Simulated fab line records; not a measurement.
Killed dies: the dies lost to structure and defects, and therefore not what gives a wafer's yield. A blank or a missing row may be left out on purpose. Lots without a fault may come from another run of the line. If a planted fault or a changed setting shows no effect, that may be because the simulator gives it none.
fab line records | flow n5-finfet
record lots=24 wafers=72 last-day=19
route steps=1938 shown HKMG_FIN@439 GATE_CUT@468
lots that met no fault: taken from a fault-free run of the same line
start-h: hours from the record's first day to the start of the lot's first wafer shown | wait-h: hours since the lot's step before | " the same as in the row above | L1.1+2: a single row standing in for several wafers | - no value, or no start given | * or withheld: withheld | < > ~ a bound
route shown NAME@n: NAME is a module with steps in the file, n the number in the route of the first one | usual: mean/standard deviation taken from wafers without a fault | same: alike in all rows | chamber/n: place in a boat | sites: each site's reading | _std_site: the values' standard deviation | _edge_site: the outer-site mean with the inner-site mean subtracted | radius-mm: for every site, how far away it sits from the centre of the wafer | mask NAME#n: copy n | behind: the most recent tool/chamber to have shaped the wafer | hold: reason for holding the lot/hours on hold/outcome of the hold | device: whichever transistor did not switch (one of n, p or np) | end of line: tests run on the same wafers once the route is complete | a step without rows: its recipe alone | killed: dies lost to structure and defects at the first sort, not the wafer's yield | map: a wafer's dies, marking killed ones x, the rest . and places with no die _
set.NAME: the setting the step ran with; set.NAME@STEP: the setting that earlier step ran with | model.NAME: the simulator's own value behind a step, which no gauge read
one table for each step of the route and one row for each wafer, over a sample of lots
services: when a tool's chamber went out of use (start-h, in hours from the record's first day, below 0 if earlier), for how many hours, and the reason
## steps
# step N5_HKMG_FIN_STRIP_92
# recipe chemistry=N2/H2 material=SOC time-s=20 power-w=500 temp-c=40 pressure-mtorr=50 rf-frequency-hz=6e+07 bias-power-w=8 h2-frac=0.5 n2-flow-sccm=300 h2-flow-sccm=300
# usual drypump-motor-current-A=5.9/0.56 oes-product-au=0.79/0.082 rf-vpp-V=54.3/0.84 showerhead-plenum-p-Torr=3.42/0.11 throttle-valve-pct=18.9/0.39
# columns lot.wafer tool chamber start-h wait-h drypump-motor-current-A oes-product-au rf-hours-counter-h rf-vpp-V showerhead-plenum-p-Torr throttle-valve-pct
L074.2 rie-diel-03 3 72.81 0.1 6.2 0.80 112 54.5 3.37 18.9
L074.3 " 2 " " 5.8 0.68 247 52.5 3.18 19.8
L074.5 " 1 " " 6.7 0.77 - 54.4 3.51 18.4
L075.2 rie-diel-03 0 80.20 0.1 6.4 0.71 227 54.1 3.45 19.1
L075.4 " 1 " " 6.7 0.77 134 53.7 3.51 18.4
L075.6 " 0 " " 6.5 0.70 - 53.1 3.45 19.0
L076.1 rie-diel-05 1 87.94 0.1 4.9 0.94 15 54.0 3.29 18.3
L076.2 " 3 " " 6.4 0.75 157 54.8 3.48 18.8
L076.5 " 1 " " 4.9 0.94 - 54.4 3.29 18.3
L077.2 rie-diel-05 1 92.84 0.1 4.9 0.94 17 53.4 3.29 18.3
L077.4 " 3 " " 6.4 0.75 159 53.2 3.48 18.8
L077.6 " 3 " " 6.4 0.75 - 55.1 3.48 18.8
L078.2 rie-diel-02 0 101.27 0.1 6.2 0.75 156 54.2 3.49 18.9
L078.3 " 3 " " 5.8 0.85 71 55.2 3.54 19.4
L078.5 " 1 " " 5.0 0.93 - 54.0 3.31 19.2
L079.1 rie-diel-05 0 107.39 0.1 5.7 0.77 105 56.4 3.53 19.5
L079.2 " 3 " " 6.4 0.75 165 53.9 3.47 18.9
L079.4 " 2 " " 5.9 0.71 203 54.5 3.46 18.7
L080.3 rie-diel-03 0 111.30 0.1 6.4 0.69 240 55.1 3.44 19.1
L080.5 " 0 " " 6.4 0.68 - 56.0 3.44 19.1
L080.6 " 1 " " 6.7 0.76 - 55.1 3.50 18.4
L081.2 rie-diel-05 1 117.44 0.1 4.9 0.90 27 54.5 3.28 18.3
L081.3 " 2 " " 5.9 0.71 206 54.5 3.46 18.7
L081.5 " 1 " " 4.9 0.90 - 54.0 3.28 18.3
L082.1 rie-diel-03 2 123.38 0.1 5.8 0.94 7 53.9 3.58 19.4
L082.3 " 1 " " 6.7 0.76 152 54.0 3.50 18.4
L082.4 " 0 " " 6.5 0.69 245 54.8 3.44 19.1
L083.1 rie-diel-02 1 128.63 0.1 5.0 0.91 20 54.6 3.31 19.2
L083.3 " 2 " " 6.0 0.69 233 54.0 3.18 19.1
L083.5 " 2 " " 6.1 0.70 - 54.6 3.18 19.1
L084.2 rie-diel-05 1 133.36 0.1 4.9 0.91 31 54.1 3.28 18.3
L084.4 " 3 " " 6.4 0.74 173 54.2 3.47 18.9
L084.6 " 1 " " 4.9 0.91 - 53.6 3.28 18.3
L085.1 rie-diel-05 2 145.79 0.1 5.9 0.70 214 52.8 3.46 18.7
L085.4 " 3 " " 6.4 0.73 176 55.6 3.47 18.9
L085.5 " 0 " " 5.7 0.75 - 55.4 3.53 19.5
L086.1 rie-diel-05 2 152.55 0.1 5.9 0.71 216 53.9 3.46 18.7
L086.3 " 0 " " 5.7 0.76 119 54.0 3.53 19.5
L086.4 " 1 " " 4.9 0.88 37 53.3 3.28 18.3
L087.1 rie-diel-02 0 156.13 0.1 6.2 0.73 174 56.2 3.48 18.9
L087.2 " 2 " " 6.1 0.69 241 55.6 3.18 19.2
L087.5 " 2 " " 6.1 0.69 - 53.3 3.18 19.2
L088.2 rie-diel-05 1 159.29 0.1 4.9 0.89 40 54.5 3.27 18.3
L088.3 " 2 " " 5.9 0.70 219 55.4 3.46 18.7
L088.5 " 1 " " 4.9 0.89 - 53.4 3.27 18.3
L089.2 rie-diel-05 0 166.39 0.1 5.7 0.76 124 55.3 3.52 19.5
L089.3 " 2 " " 5.9 0.70 221 53.1 3.45 18.7
L089.4 " 1 " " 4.9 0.87 43 54.0 3.27 18.3
L090.1 rie-diel-03 0 172.66 0.1 6.4 0.97 1 54.5 3.43 18.7
L090.3 " 2 " " 5.8 0.90 28 53.5 3.57 19.4
L090.6 " 3 " " 6.1 0.77 - 53.5 3.35 18.9
L091.2 rie-diel-05 3 180.93 0.1 6.4 0.72 188 55.8 3.46 18.9
L091.5 " 1 " " 4.9 0.87 - 55.3 3.27 18.4
L091.6 " 2 " " 5.9 0.70 - 53.2 3.45 18.7
L092.1 rie-diel-02 1 183.36 0.1 5.0 0.87 36 53.0 3.30 19.2
L092.5 " 1 " " 5.0 0.87 - 53.6 3.30 19.2
L092.6 " 0 " " 6.2 0.72 - 54.7 3.47 19.0
L093.2 rie-diel-03 2 190.46 0.1 5.8 0.88 35 54.5 3.57 19.5
L093.4 " 3 " " 6.2 0.76 161 55.1 3.35 18.9
L093.6 " 1 " " 6.7 0.74 - 54.7 3.48 18.4
L094.2 rie-diel-03 1 196.43 0.1 6.7 0.74 183 55.4 3.48 18.5
L094.5 " 0 " " 6.4 0.92 - 55.3 3.43 18.7
L094.6 " 1 " " 6.7 0.73 - 53.4 3.48 18.5
L095.2 rie-diel-02 0 203.70 0.1 6.2 0.72 190 56.0 3.47 19.0
L095.5 " 1 " " 5.0 0.86 - 52.5 3.30 19.2
L095.6 " 0 " " 6.2 0.72 - 55.6 3.47 19.0
L096.1 rie-diel-03 2 211.18 0.1 5.8 0.87 41 55.1 3.57 19.5
L096.3 " 1 " " 6.7 0.73 188 55.3 3.48 18.5
L096.4 " 3 " " 6.2 0.76 167 53.4 3.34 18.9
L097.2 rie-diel-05 1 213.26 0.1 4.9 0.86 60 54.2 3.26 18.4
L097.3 " 0 " " 5.7 0.75 142 54.3 3.51 19.5
L097.5 " 2 " " 5.9 0.70 - 54.6 3.44 18.8
# step N5_HKMG_FIN_ETCH_67
# recipe chemistry=N2/H2 target=SOC target-depth-a=3889 stop-on=TiN ion-energy-ev=100 bias-w=61 pressure-mtorr=30 source-w=850 n2-flow-sccm=200 h2-flow-sccm=200
# usual bias-w=61.00/0.17 drypump-motor-current-A=5.9/0.53 oes-product-au=0.79/0.079 rf-vpp-V=241.3/1.3 showerhead-plenum-p-Torr=2.60/0.082 throttle-valve-pct=17.77/0.22
# columns lot.wafer tool chamber start-h wait-h bias-w drypump-motor-current-A oes-product-au rf-hours-counter-h rf-vpp-V showerhead-plenum-p-Torr throttle-valve-pct
L074.2 rie-diel-05 0 74.84 - 60.94 5.7 0.78 91 241.9 2.69 18.00
L074.3 " 1 " " 61.12 4.9 0.94 10 240.1 2.49 17.40
L074.5 " 3 " " 61.16 6.4 0.75 - 242.2 2.64 17.84
L075.2 rie-diel-05 2 82.35 - 61.02 5.9 0.73 194 241.6 2.63 17.57
L075.4 " 3 " " 61.11 6.4 0.75 155 242.1 2.64 17.86
L075.6 " 0 " " 61.15 5.7 0.77 - 242.8 2.69 18.00
L076.1 rie-diel-05 1 89.89 - 60.94 4.9 0.93 15 240.5 2.49 17.39
L076.2 " 2 " " 61.15 5.9 0.72 197 242.3 2.63 17.57
L076.5 " 0 " " 60.95 5.7 0.77 - 243.1 2.68 18.00
L077.2 rie-diel-03 3 94.85 - 61.13 6.1 0.79 122 240.5 2.55 17.78
L077.4 " 0 " " 60.93 6.4 0.70 - 241.4 2.61 17.87
L077.6 " 1 " " 60.76 6.7 0.76 - 243.3 2.66 17.42
L078.2 rie-diel-05 3 103.23 - 61.24 6.4 0.73 162 241.2 2.63 17.85
L078.3 " 0 " " 60.67 5.7 0.77 103 241.4 2.68 18.01
L078.5 " 0 " " 60.70 5.7 0.76 - 243.9 2.68 18.02
L079.1 rie-diel-05 0 109.40 - 61.43 5.7 0.76 105 241.7 2.68 18.00
L079.2 " 2 " " 60.98 5.9 0.72 204 243.0 2.63 17.58
L079.4 " 3 " " 61.01 6.4 0.74 165 241.4 2.63 17.86
L080.3 rie-diel-03 0 113.47 - 60.85 6.4 0.69 241 240.6 2.61 17.87
L080.5 " 0 " " 60.94 6.4 0.69 - 241.6 2.61 17.88
L080.6 " 3 " " 60.93 6.1 0.78 - 240.3 2.55 17.79
L081.2 rie-diel-02 3 119.50 - 61.08 5.8 0.84 75 242.2 2.68 17.97
L081.3 " 1 " " 60.83 5.0 0.91 16 239.7 2.51 17.77
L081.5 " 1 " " 61.02 5.0 0.91 - 239.4 2.51 17.74
L082.1 rie-diel-03 1 125.54 - 61.04 6.7 0.75 153 242.9 2.65 17.43
L082.3 " 0 " " 60.92 6.4 0.69 246 242.6 2.61 17.88
L082.4 " 2 " " 61.21 5.8 0.92 8 241.4 2.72 17.98
L083.1 rie-diel-02 1 130.70 - 61.22 5.0 0.89 21 239.4 2.50 17.78
L083.3 " 3 " " 60.78 5.8 0.84 79 240.7 2.68 17.97
L083.5 " 2 " " 60.81 6.1 0.69 - 237.6 2.40 18.10
L084.2 rie-diel-03 1 135.29 - 60.85 6.7 0.75 158 241.7 2.65 17.45
L084.4 " 3 " " 60.83 6.1 0.77 137 239.8 2.54 17.78
L084.6 " 3 " " 60.83 6.1 0.77 - 240.1 2.54 17.80
L085.1 rie-diel-02 1 147.76 - 60.66 5.0 0.89 25 238.8 2.50 17.78
L085.4 " 3 " " 60.96 5.8 0.83 83 242.2 2.68 17.96
L085.5 " 2 " " 60.90 6.1 0.69 - 239.2 2.40 18.13
L086.1 rie-diel-03 3 154.98 - 61.07 6.1 0.77 145 240.7 2.54 17.82
L086.3 " 2 " " 60.88 5.8 0.89 20 242.1 2.72 18.03
L086.4 " 2 " " 60.96 5.8 0.89 - 243.0 2.72 17.99
L087.1 rie-diel-05 2 158.15 - 60.76 6.0 0.70 218 243.8 2.62 17.60
L087.2 " 3 " " 61.28 6.4 0.72 180 241.2 2.63 17.89
L087.5 " 2 " " 60.67 5.9 0.70 - 241.5 2.62 17.60
L088.2 rie-diel-03 3 161.24 - 60.99 6.1 0.76 149 240.3 2.54 17.81
L088.3 " 2 " " 61.36 5.8 0.89 23 243.0 2.71 18.01
L088.5 " 2 " " 61.31 5.8 0.88 - 243.1 2.71 18.00
L089.2 rie-diel-03 3 168.54 - 60.93 6.1 0.76 152 241.6 2.54 17.82
L089.3 " 1 " " 61.07 6.7 0.73 173 241.7 2.64 17.49
L089.4 " 2 " " 60.99 5.8 0.88 - 241.9 2.71 18.03
L090.1 rie-diel-03 0 174.76 - 60.83 6.4 0.95 2 241.9 2.60 17.48
L090.3 " 1 " " 60.97 6.7 0.74 176 242.2 2.64 17.50
L090.6 " 0 " " 60.81 6.4 0.95 - 241.3 2.60 17.49
L091.2 rie-diel-05 0 183.03 - 60.94 5.7 0.74 131 242.5 2.67 18.06
L091.5 " 2 " " 60.99 5.9 0.70 - 241.5 2.61 17.62
L091.6 " 1 " " 61.03 4.9 0.85 - 239.0 2.47 17.45
L092.1 rie-diel-03 3 185.30 - 60.79 6.2 0.75 159 240.4 2.53 17.83
L092.5 " 1 " " 60.97 6.7 0.73 - 241.4 2.64 17.50
L092.6 " 0 " " 60.84 6.4 0.93 - 240.6 2.60 17.49
L093.2 rie-diel-02 0 192.70 - 60.76 6.2 0.72 185 241.8 2.63 17.84
L093.4 " 3 " " 61.22 5.8 0.82 - 242.7 2.67 18.00
L093.6 " 0 " " 60.89 6.2 0.72 - 242.1 2.63 17.81
L094.2 rie-diel-03 2 198.41 - 61.08 5.8 0.86 37 242.4 2.71 18.05
L094.5 " 2 " " 61.19 5.8 0.86 - 242.1 2.71 18.05
L094.6 " 1 " " 60.99 6.7 0.73 - 242.8 2.64 17.51
L095.2 rie-diel-05 2 205.66 - 61.36 5.9 0.69 236 238.8 2.61 17.64
L095.5 " 2 " " 61.05 5.9 0.69 - 241.5 2.61 17.65
L095.6 " 1 " " 60.84 4.9 0.86 - 240.9 2.47 17.47
L096.1 rie-diel-05 1 213.38 - 60.82 4.9 0.85 61 239.6 2.47 17.48
L096.3 " 0 " " 60.96 5.7 0.73 142 242.1 2.66 18.08
L096.4 " 3 " " 60.89 6.4 0.70 201 240.4 2.62 17.94
L097.2 rie-diel-05 1 215.27 - 61.03 4.9 0.85 61 239.1 2.47 17.47
L097.3 " 3 " " 61.27 6.4 0.71 201 241.2 2.62 17.91
L097.5 " 1 " " 60.79 4.9 0.84 - 238.8 2.47 17.47
# step N5_GATE_CUT_VAPOR_ETCH_60
# recipe chemistry=BCl3/Cl2 target=HfO2 mode=isotropic
# usual drypump-motor-current-A=5.5/0.35 he-backside-leak-sccm=3.4/0.31 oes-product-au=0.71/0.11
# columns lot.wafer tool chamber start-h wait-h drypump-motor-current-A he-backside-leak-sccm oes-product-au
L074.2 rie-metal-02 0 77.10 0.0 5.3 3.4 0.66
L074.3 " 0 " " 5.3 3.4 0.66
L074.5 " 1 " " 5.8 3.7 0.64
L075.2 rie-metal-03 0 84.61 0.0 5.3 3.6 0.62
L075.4 " 0 " " 5.3 3.8 0.62
L075.6 " 0 " " 5.3 3.7 0.62
L076.1 rie-metal-02 1 92.15 0.0 5.8 3.7 0.64
L076.2 " 0 " " 5.3 3.5 0.67
L076.5 " 1 " " 5.8 3.6 0.64
L077.2 rie-metal-01 1 97.12 0.0 6.1 3.2 0.69
L077.4 " 0 " " 5.1 3.7 0.69
L077.6 " 1 " " 6.1 3.2 0.69
L078.2 rie-metal-03 1 105.50 0.0 5.2 3.1 0.93
L078.3 " 0 " " 5.3 3.6 0.62
L078.5 " 0 " " 5.4 3.7 0.62
L079.1 rie-metal-03 0 111.66 0.0 5.4 3.6 0.62
L079.2 " 1 " " 5.3 3.1 0.92
L079.4 " 0 " " 5.4 3.6 0.62
L080.3 rie-metal-02 1 115.98 0.0 5.8 3.2 0.63
L080.5 " 1 " " 5.8 3.5 0.63
L080.6 " 0 " " 5.3 3.4 0.65
L081.2 rie-metal-02 0 121.79 0.0 5.3 3.3 0.66
L081.3 " 0 " " 5.4 3.4 0.65
L081.5 " 0 " " 5.3 3.5 0.66
L082.1 rie-metal-03 1 128.37 0.0 5.2 3.0 0.92
L082.3 " 1 " " 5.2 2.9 0.91
L082.4 " 0 " " 5.3 3.7 0.62
L083.1 rie-metal-01 0 132.97 0.0 5.1 3.7 0.68
L083.3 " 0 " " 5.1 3.8 0.67
L083.5 " 1 " " 6.1 3.2 0.68
L084.2 rie-metal-01 1 137.56 0.0 6.1 2.9 0.68
L084.4 " 0 " " 5.1 3.7 0.68
L084.6 " 0 " " 5.1 3.8 0.68
L085.1 rie-metal-01 0 150.02 0.0 5.1 3.7 0.68
L085.4 " 1 " " 6.1 3.1 0.68
L085.5 " 1 " " 6.1 3.1 0.68
L086.1 rie-metal-03 0 157.37 0.0 5.4 3.7 0.61
L086.3 " 1 " " 5.2 3.2 0.89
L086.4 " 0 " " 5.4 3.7 0.61
L087.1 rie-metal-01 1 160.41 0.0 6.1 2.9 0.67
L087.2 " 0 " " 5.1 3.7 0.67
L087.5 " 0 " " 5.1 3.6 0.68
L088.2 rie-metal-01 0 163.52 0.0 5.1 3.7 0.67
L088.3 " 1 " " 6.1 3.2 0.67
L088.5 " 0 " " 5.1 3.8 0.68
L089.2 rie-metal-01 1 170.83 0.0 6.1 3.2 0.67
L089.3 " 0 " " 5.1 3.8 0.67
L089.4 " 1 " " 6.1 2.9 0.67
L090.1 rie-metal-02 1 177.03 0.0 5.8 3.7 0.63
L090.3 " 1 " " 5.8 3.7 0.62
L090.6 " 1 " " 5.8 3.7 0.63
L091.2 rie-metal-03 1 185.64 0.1 5.2 3.0 0.88
L091.5 " 1 " " 5.2 2.8 0.88
L091.6 " 1 " " 5.2 3.0 0.88
L092.1 rie-metal-02 0 187.57 0.0 5.3 3.5 0.65
L092.5 " 0 " " 5.3 3.5 0.65
L092.6 " 1 " " 5.8 3.7 0.63
L093.2 rie-metal-02 0 195.22 0.0 5.3 3.5 0.64
L093.4 " 1 " " 5.8 3.5 0.62
L093.6 " 0 " " 5.3 3.6 0.65
L094.2 rie-metal-02 0 200.69 0.0 5.3 3.5 0.64
L094.5 " 0 " " 5.3 3.4 0.64
L094.6 " 1 " " 5.8 3.6 0.62
L095.2 rie-metal-02 0 207.94 0.0 5.3 3.4 0.64
L095.5 " 0 " " 5.3 3.4 0.64
L095.6 " 1 " " 5.8 3.8 0.63
L096.1 rie-metal-03 0 215.69 0.0 5.3 3.5 0.97
L096.3 " 1 " " 5.3 3.1 0.87
L096.4 " 0 " " 5.4 3.6 0.97
L097.2 rie-metal-03 1 217.53 0.0 5.2 3.1 0.85
L097.3 " 1 " " 5.2 3.1 0.85
L097.5 " 0 " " 5.3 3.6 0.98
# step N5_GATE_CUT_SAC_CAP_01
# recipe material=SiNx target-thk-a=240 temp-c=400 ald-precursor-family=SiH2I2 ald-co-reactant=N2/H2-plasma pulse-time-s=1 ald-cycles=480 purge-time-s=2 co-reactant-purge-time-s=2 pressure-torr=2
# usual heater-power-w=816/94 precursor-pulse-height-rel=1.000/0.02
# columns lot.wafer tool chamber start-h wait-h heater-power-w precursor-pulse-height-rel
L074.2 ald-sin-04 3 77.47 0.0 779 0.965
L074.3 " 0 " " 640 0.984
L074.5 " 2 78.56 1.1 877 0.995
L075.2 ald-sin-02 0 85.26 0.0 833 1.006
L075.4 " 3 " " 754 0.994
L075.6 " 2 86.35 1.1 910 1.005
L076.1 ald-sin-03 0 92.53 0.0 845 1.001
L076.2 " 1 " " 888 1.044
L076.5 " 3 93.61 1.1 925 0.977
L077.2 ald-sin-03 1 97.61 0.0 893 1.007
L077.4 " 3 " " 934 0.984
L077.6 " 3 98.69 1.1 914 1.011
L078.2 ald-sin-04 1 105.91 0.0 752 0.998
L078.3 " 2 " " 920 1.021
L078.5 " 2 107.00 1.1 930 1.038
L079.1 ald-sin-04 3 112.03 0.0 780 0.989
L079.2 " 0 " " 659 1.036
L079.4 " 1 " " 745 1.008
L080.3 ald-sin-03 2 117.85 1.5 694 1.002
L080.5 " 3 118.94 2.6 915 0.993
L080.6 " 0 " " 866 0.989
L081.2 ald-sin-02 3 122.89 0.6 760 1.039
L081.3 " 2 " " 963 1.015
L081.5 " 1 123.98 1.7 780 1.006
L082.1 ald-sin-02 2 128.74 0.0 951 1.015
L082.3 " 0 " " 844 1.001
L082.4 " 1 " " 776 1.029
L083.1 ald-sin-04 1 133.34 0.0 735 0.981
L083.3 " 3 " " 799 0.981
L083.5 " 0 134.42 1.1 648 0.993
L084.2 ald-sin-02 2 137.93 0.0 962 0.989
L084.4 " 0 " " 846 1.032
L084.6 " 0 139.01 1.1 812 0.976
L085.1 ald-sin-03 1 150.40 0.0 870 1.005
L085.4 " 0 " " 877 0.986
L085.5 " 2 151.49 1.1 734 1.022
L086.1 ald-sin-03 3 157.74 0.0 914 0.991
L086.3 " 0 " " 850 0.997
L086.4 " 0 158.82 1.1 882 0.999
L087.1 ald-sin-04 0 160.78 0.0 653 1.029
L087.2 " 3 " " 781 1.007
L087.5 " 2 161.87 1.1 923 0.996
L088.2 ald-sin-04 3 163.89 0.0 777 0.993
L088.3 " 0 " " 635 1.007
L088.5 " 1 164.97 1.1 750 0.971
L089.2 ald-sin-04 3 171.34 0.2 794 0.982
L089.3 " 1 " " 742 0.992
L089.4 " 0 " " 640 0.987
L090.1 ald-sin-03 1 177.40 0.0 874 1.007
L090.3 " 0 " " 879 0.991
L090.6 " 3 178.48 1.1 945 0.973
L091.2 ald-sin-04 2 186.03 0.0 956 1.021
L091.5 " 0 187.11 1.1 652 0.981
L091.6 " 1 " " 730 0.966
L092.1 ald-sin-03 3 188.31 0.4 894 1.033
L092.5 " 0 189.39 1.5 855 1.036
L092.6 " 1 " " 895 1.007
L093.2 ald-sin-02 3 195.77 0.2 748 1.010
L093.4 " 0 " " 864 0.958
L093.6 " 3 196.86 1.3 753 0.981
L094.2 ald-sin-04 2 201.06 0.0 929 1.010
L094.5 " 2 202.14 1.1 941 1.007
L094.6 " 3 " " 785 0.992
L095.2 ald-sin-04 1 208.31 0.0 732 0.987
L095.5 " 1 209.40 1.1 737 1.003
L095.6 " 0 " " 658 1.032
L096.1 ald-sin-04 0 216.29 0.2 650 0.994
L096.3 " 2 " " 926 1.032
L096.4 " 1 " " 750 1.013
L097.2 ald-sin-03 0 217.92 0.0 863 1.002
L097.3 " 3 " " 938 1.022
L097.5 " 3 219.00 1.1 920 1.011
# step N5_GATE_CUT_INSPECT_15
# recipe mode=adi inspect-instrument=brightfield
# usual raw-defect-count=122/37
# columns lot.wafer tool chamber start-h wait-h raw-defect-count
L074.2 defect-inspect-02 - 80.50 0.0 206
L074.3 " - " " 103
L074.5 " - " " 117
L075.2 defect-inspect-02 - 88.29 0.0 117
L075.4 " - " " 188
L075.6 " - " " 164
L076.1 defect-inspect-01 - 95.67 0.1 201
L076.2 " - " " 131
L076.5 " - " " 175
L077.2 defect-inspect-02 - 100.76 0.0 115
L077.4 " - " " 107
L077.6 " - " " 101
L078.2 defect-inspect-01 - 108.94 0.0 100
L078.3 " - " " 95
L078.5 " - " " 100
L079.1 defect-inspect-01 - 115.18 0.1 120
L079.2 " - " " 157
L079.4 " - " " 136
L080.3 defect-inspect-02 - 121.00 0.0 167
L080.5 " - " " 112
L080.6 " - " " 108
L081.2 defect-inspect-01 - 126.04 0.0 116
L081.3 " - " " 179
L081.5 " - " " 130
L082.1 defect-inspect-02 - 131.89 0.1 54
L082.3 " - " " 105
L082.4 " - " " 84
L083.1 defect-inspect-01 - 136.36 0.1 91
L083.3 " - " " 70
L083.5 " - " " 106
L084.2 defect-inspect-02 - 140.95 0.0 92
L084.4 " - " " 122
L084.6 " - " " 162
L085.1 defect-inspect-01 - 153.51 0.1 94
L085.4 " - " " 76
L085.5 " - " " 91
L086.1 defect-inspect-02 - 160.76 0.1 97
L086.3 " - " " 178
L086.4 " - " " 93
L087.1 defect-inspect-01 - 163.81 0.1 139
L087.2 " - " " 90
L087.5 " - " " 110
L088.2 defect-inspect-01 - 167.03 0.0 141
L088.3 " - " " 76
L088.5 " - " " 107
L089.2 defect-inspect-01 - 174.51 0.0 128
L089.3 " - " " 146
L089.4 " - " " 99
L090.1 defect-inspect-02 - 180.44 0.1 149
L090.3 " - " " 146
L090.6 " - " " 154
L091.2 defect-inspect-01 - 189.05 0.0 199
L091.5 " - " " 139
L091.6 " - " " 115
L092.1 defect-inspect-01 - 191.46 0.1 93
L092.5 " - " " 141
L092.6 " - " " 101
L093.2 defect-inspect-02 - 198.92 0.0 112
L093.4 " - " " 110
L093.6 " - " " 151
L094.2 defect-inspect-01 - 204.22 0.0 119
L094.5 " - " " 99
L094.6 " - " " 100
L095.2 defect-inspect-01 - 211.36 0.0 118
L095.5 " - " " 152
L095.6 " - " " 125
L096.1 defect-inspect-01 - 219.33 0.1 111
L096.3 " - " " 65
L096.4 " - " " 80
L097.2 defect-inspect-01 - 220.97 0.0 128
L097.3 " - " " 101
L097.5 " - " " 102
# step N5_GATE_CUT_ALD_22
# recipe material=SiNx target-thk-a=160 temp-c=400 ald-precursor-family=SiH2I2 ald-co-reactant=N2/H2-plasma pulse-time-s=1 ald-cycles=320 purge-time-s=2 co-reactant-purge-time-s=2 pressure-torr=2
# usual heater-power-w=822/90 precursor-pulse-height-rel=0.999/0.02
# columns lot.wafer tool chamber start-h wait-h heater-power-w precursor-pulse-height-rel
L074.2 ald-sin-04 1 81.37 0.0 782 0.989
L074.3 " 3 " " 780 1.021
L074.5 " 1 " " 781 1.017
L075.2 ald-sin-03 0 90.55 1.4 856 1.018
L075.4 " 2 " " 729 0.994
L075.6 " 2 " " 719 1.001
L076.1 ald-sin-02 2 96.55 0.0 928 0.989
L076.2 " 0 " " 835 1.003
L076.5 " 3 " " 766 0.988
L077.2 ald-sin-02 2 101.73 0.0 950 0.986
L077.4 " 0 " " 826 0.970
L077.6 " 1 " " 790 1.006
L078.2 ald-sin-03 0 109.85 0.0 858 1.010
L078.3 " 1 " " 878 0.986
L078.5 " 3 " " 916 0.996
L079.1 ald-sin-04 2 116.16 0.1 950 0.993
L079.2 " 0 " " 627 0.961
L079.4 " 3 " " 784 1.025
L080.3 ald-sin-04 3 123.00 0.6 785 1.019
L080.5 " 3 " " 792 1.008
L080.6 " 0 " " 626 1.014
L081.2 ald-sin-02 0 127.12 0.0 809 0.974
L081.3 " 1 " " 774 0.963
L081.5 " 0 " " 832 0.980
L082.1 ald-sin-02 3 132.85 0.0 774 0.982
L082.3 " 0 " " 823 0.986
L082.4 " 1 " " 766 0.948
L083.1 ald-sin-03 1 137.23 0.0 854 1.015
L083.3 " 2 " " 709 0.997
L083.5 " 0 " " 869 0.981
L084.2 ald-sin-04 0 141.82 0.0 639 0.966
L084.4 " 3 " " 790 1.020
L084.6 " 1 " " 746 1.007
L085.1 ald-sin-04 1 154.50 0.0 761 1.040
L085.4 " 0 " " 642 0.992
L085.5 " 1 " " 754 1.008
L086.1 ald-sin-03 0 161.79 0.0 850 0.996
L086.3 " 1 " " 872 0.988
L086.4 " 0 " " 867 1.004
L087.1 ald-sin-03 0 164.68 0.0 870 1.001
L087.2 " 1 " " 868 0.982
L087.5 " 1 " " 873 1.018
L088.2 ald-sin-04 0 167.91 0.0 642 0.970
L088.3 " 1 " " 730 1.007
L088.5 " 0 " " 651 1.025
L089.2 ald-sin-02 3 175.78 0.0 778 0.953
L089.3 " 0 " " 824 1.018
L089.4 " 1 " " 769 1.018
L090.1 ald-sin-03 0 181.31 0.0 865 1.029
L090.3 " 3 " " 933 1.023
L090.6 " 1 " " 856 1.022
L091.2 ald-sin-04 2 189.92 0.0 932 0.997
L091.5 " 3 " " 783 1.003
L091.6 " 2 " " 908 1.009
L092.1 ald-sin-02 2 192.52 0.0 974 0.996
L092.5 " 3 " " 755 0.953
L092.6 " 0 " " 842 1.007
L093.2 ald-sin-03 1 199.79 0.0 862 1.016
L093.4 " 3 " " 950 0.992
L093.6 " 3 " " 924 1.001
L094.2 ald-sin-03 0 205.15 0.0 863 1.030
L094.5 " 1 " " 872 1.028
L094.6 " 0 " " 890 0.985
L095.2 ald-sin-02 3 212.23 0.0 773 0.989
L095.5 " 1 " " 775 0.959
L095.6 " 2 " " 942 0.987
L096.1 ald-sin-03 2 220.28 0.0 716 0.985
L096.3 " 3 " " 917 1.025
L096.4 " 1 " " 886 1.002
L097.2 ald-sin-02 2 222.12 0.0 995 1.012
L097.3 " 0 " " 825 1.016
L097.5 " 1 " " 790 1.015
## services
# columns tool chamber start-h hours kind
rie-metal-01 - 62.67 1.4 pm
ald-sin-02 2 82.74 2.1 repair
rie-diel-03 2 82.90 - clean
rie-diel-03 2 82.90 - consumable-replace:focus-ring
rie-diel-03 2 82.90 - consumable-replace:showerhead
rie-diel-03 2 82.90 22.0 scheduled-down
rie-diel-03 2 82.90 22.0 vent-cycle
ald-sin-04 - 87.09 14.0 pm
ald-sin-04 0 87.09 14.0 vent-cycle
ald-sin-04 1 87.09 14.0 vent-cycle
ald-sin-04 2 87.09 14.0 vent-cycle
ald-sin-04 3 87.09 14.0 vent-cycle
rie-diel-03 - 99.11 2.8 pm
ald-sin-04 0 101.09 - clean
ald-sin-04 1 101.09 - clean
rie-metal-01 - 113.53 1.1 repair
rie-diel-02 3 127.94 2.0 repair
rie-metal-01 0 154.55 3.4 repair
ald-sin-03 2 156.64 36.8 repair
rie-diel-05 3 191.40 1.4 repair
ald-sin-04 2 205.60 7.8 repair
ald-sin-03 2 213.12 2.6 repair
rie-metal-02 - 213.88 0.3 repair
rie-diel-03 1 222.81 2.7 repair
## key
fault none
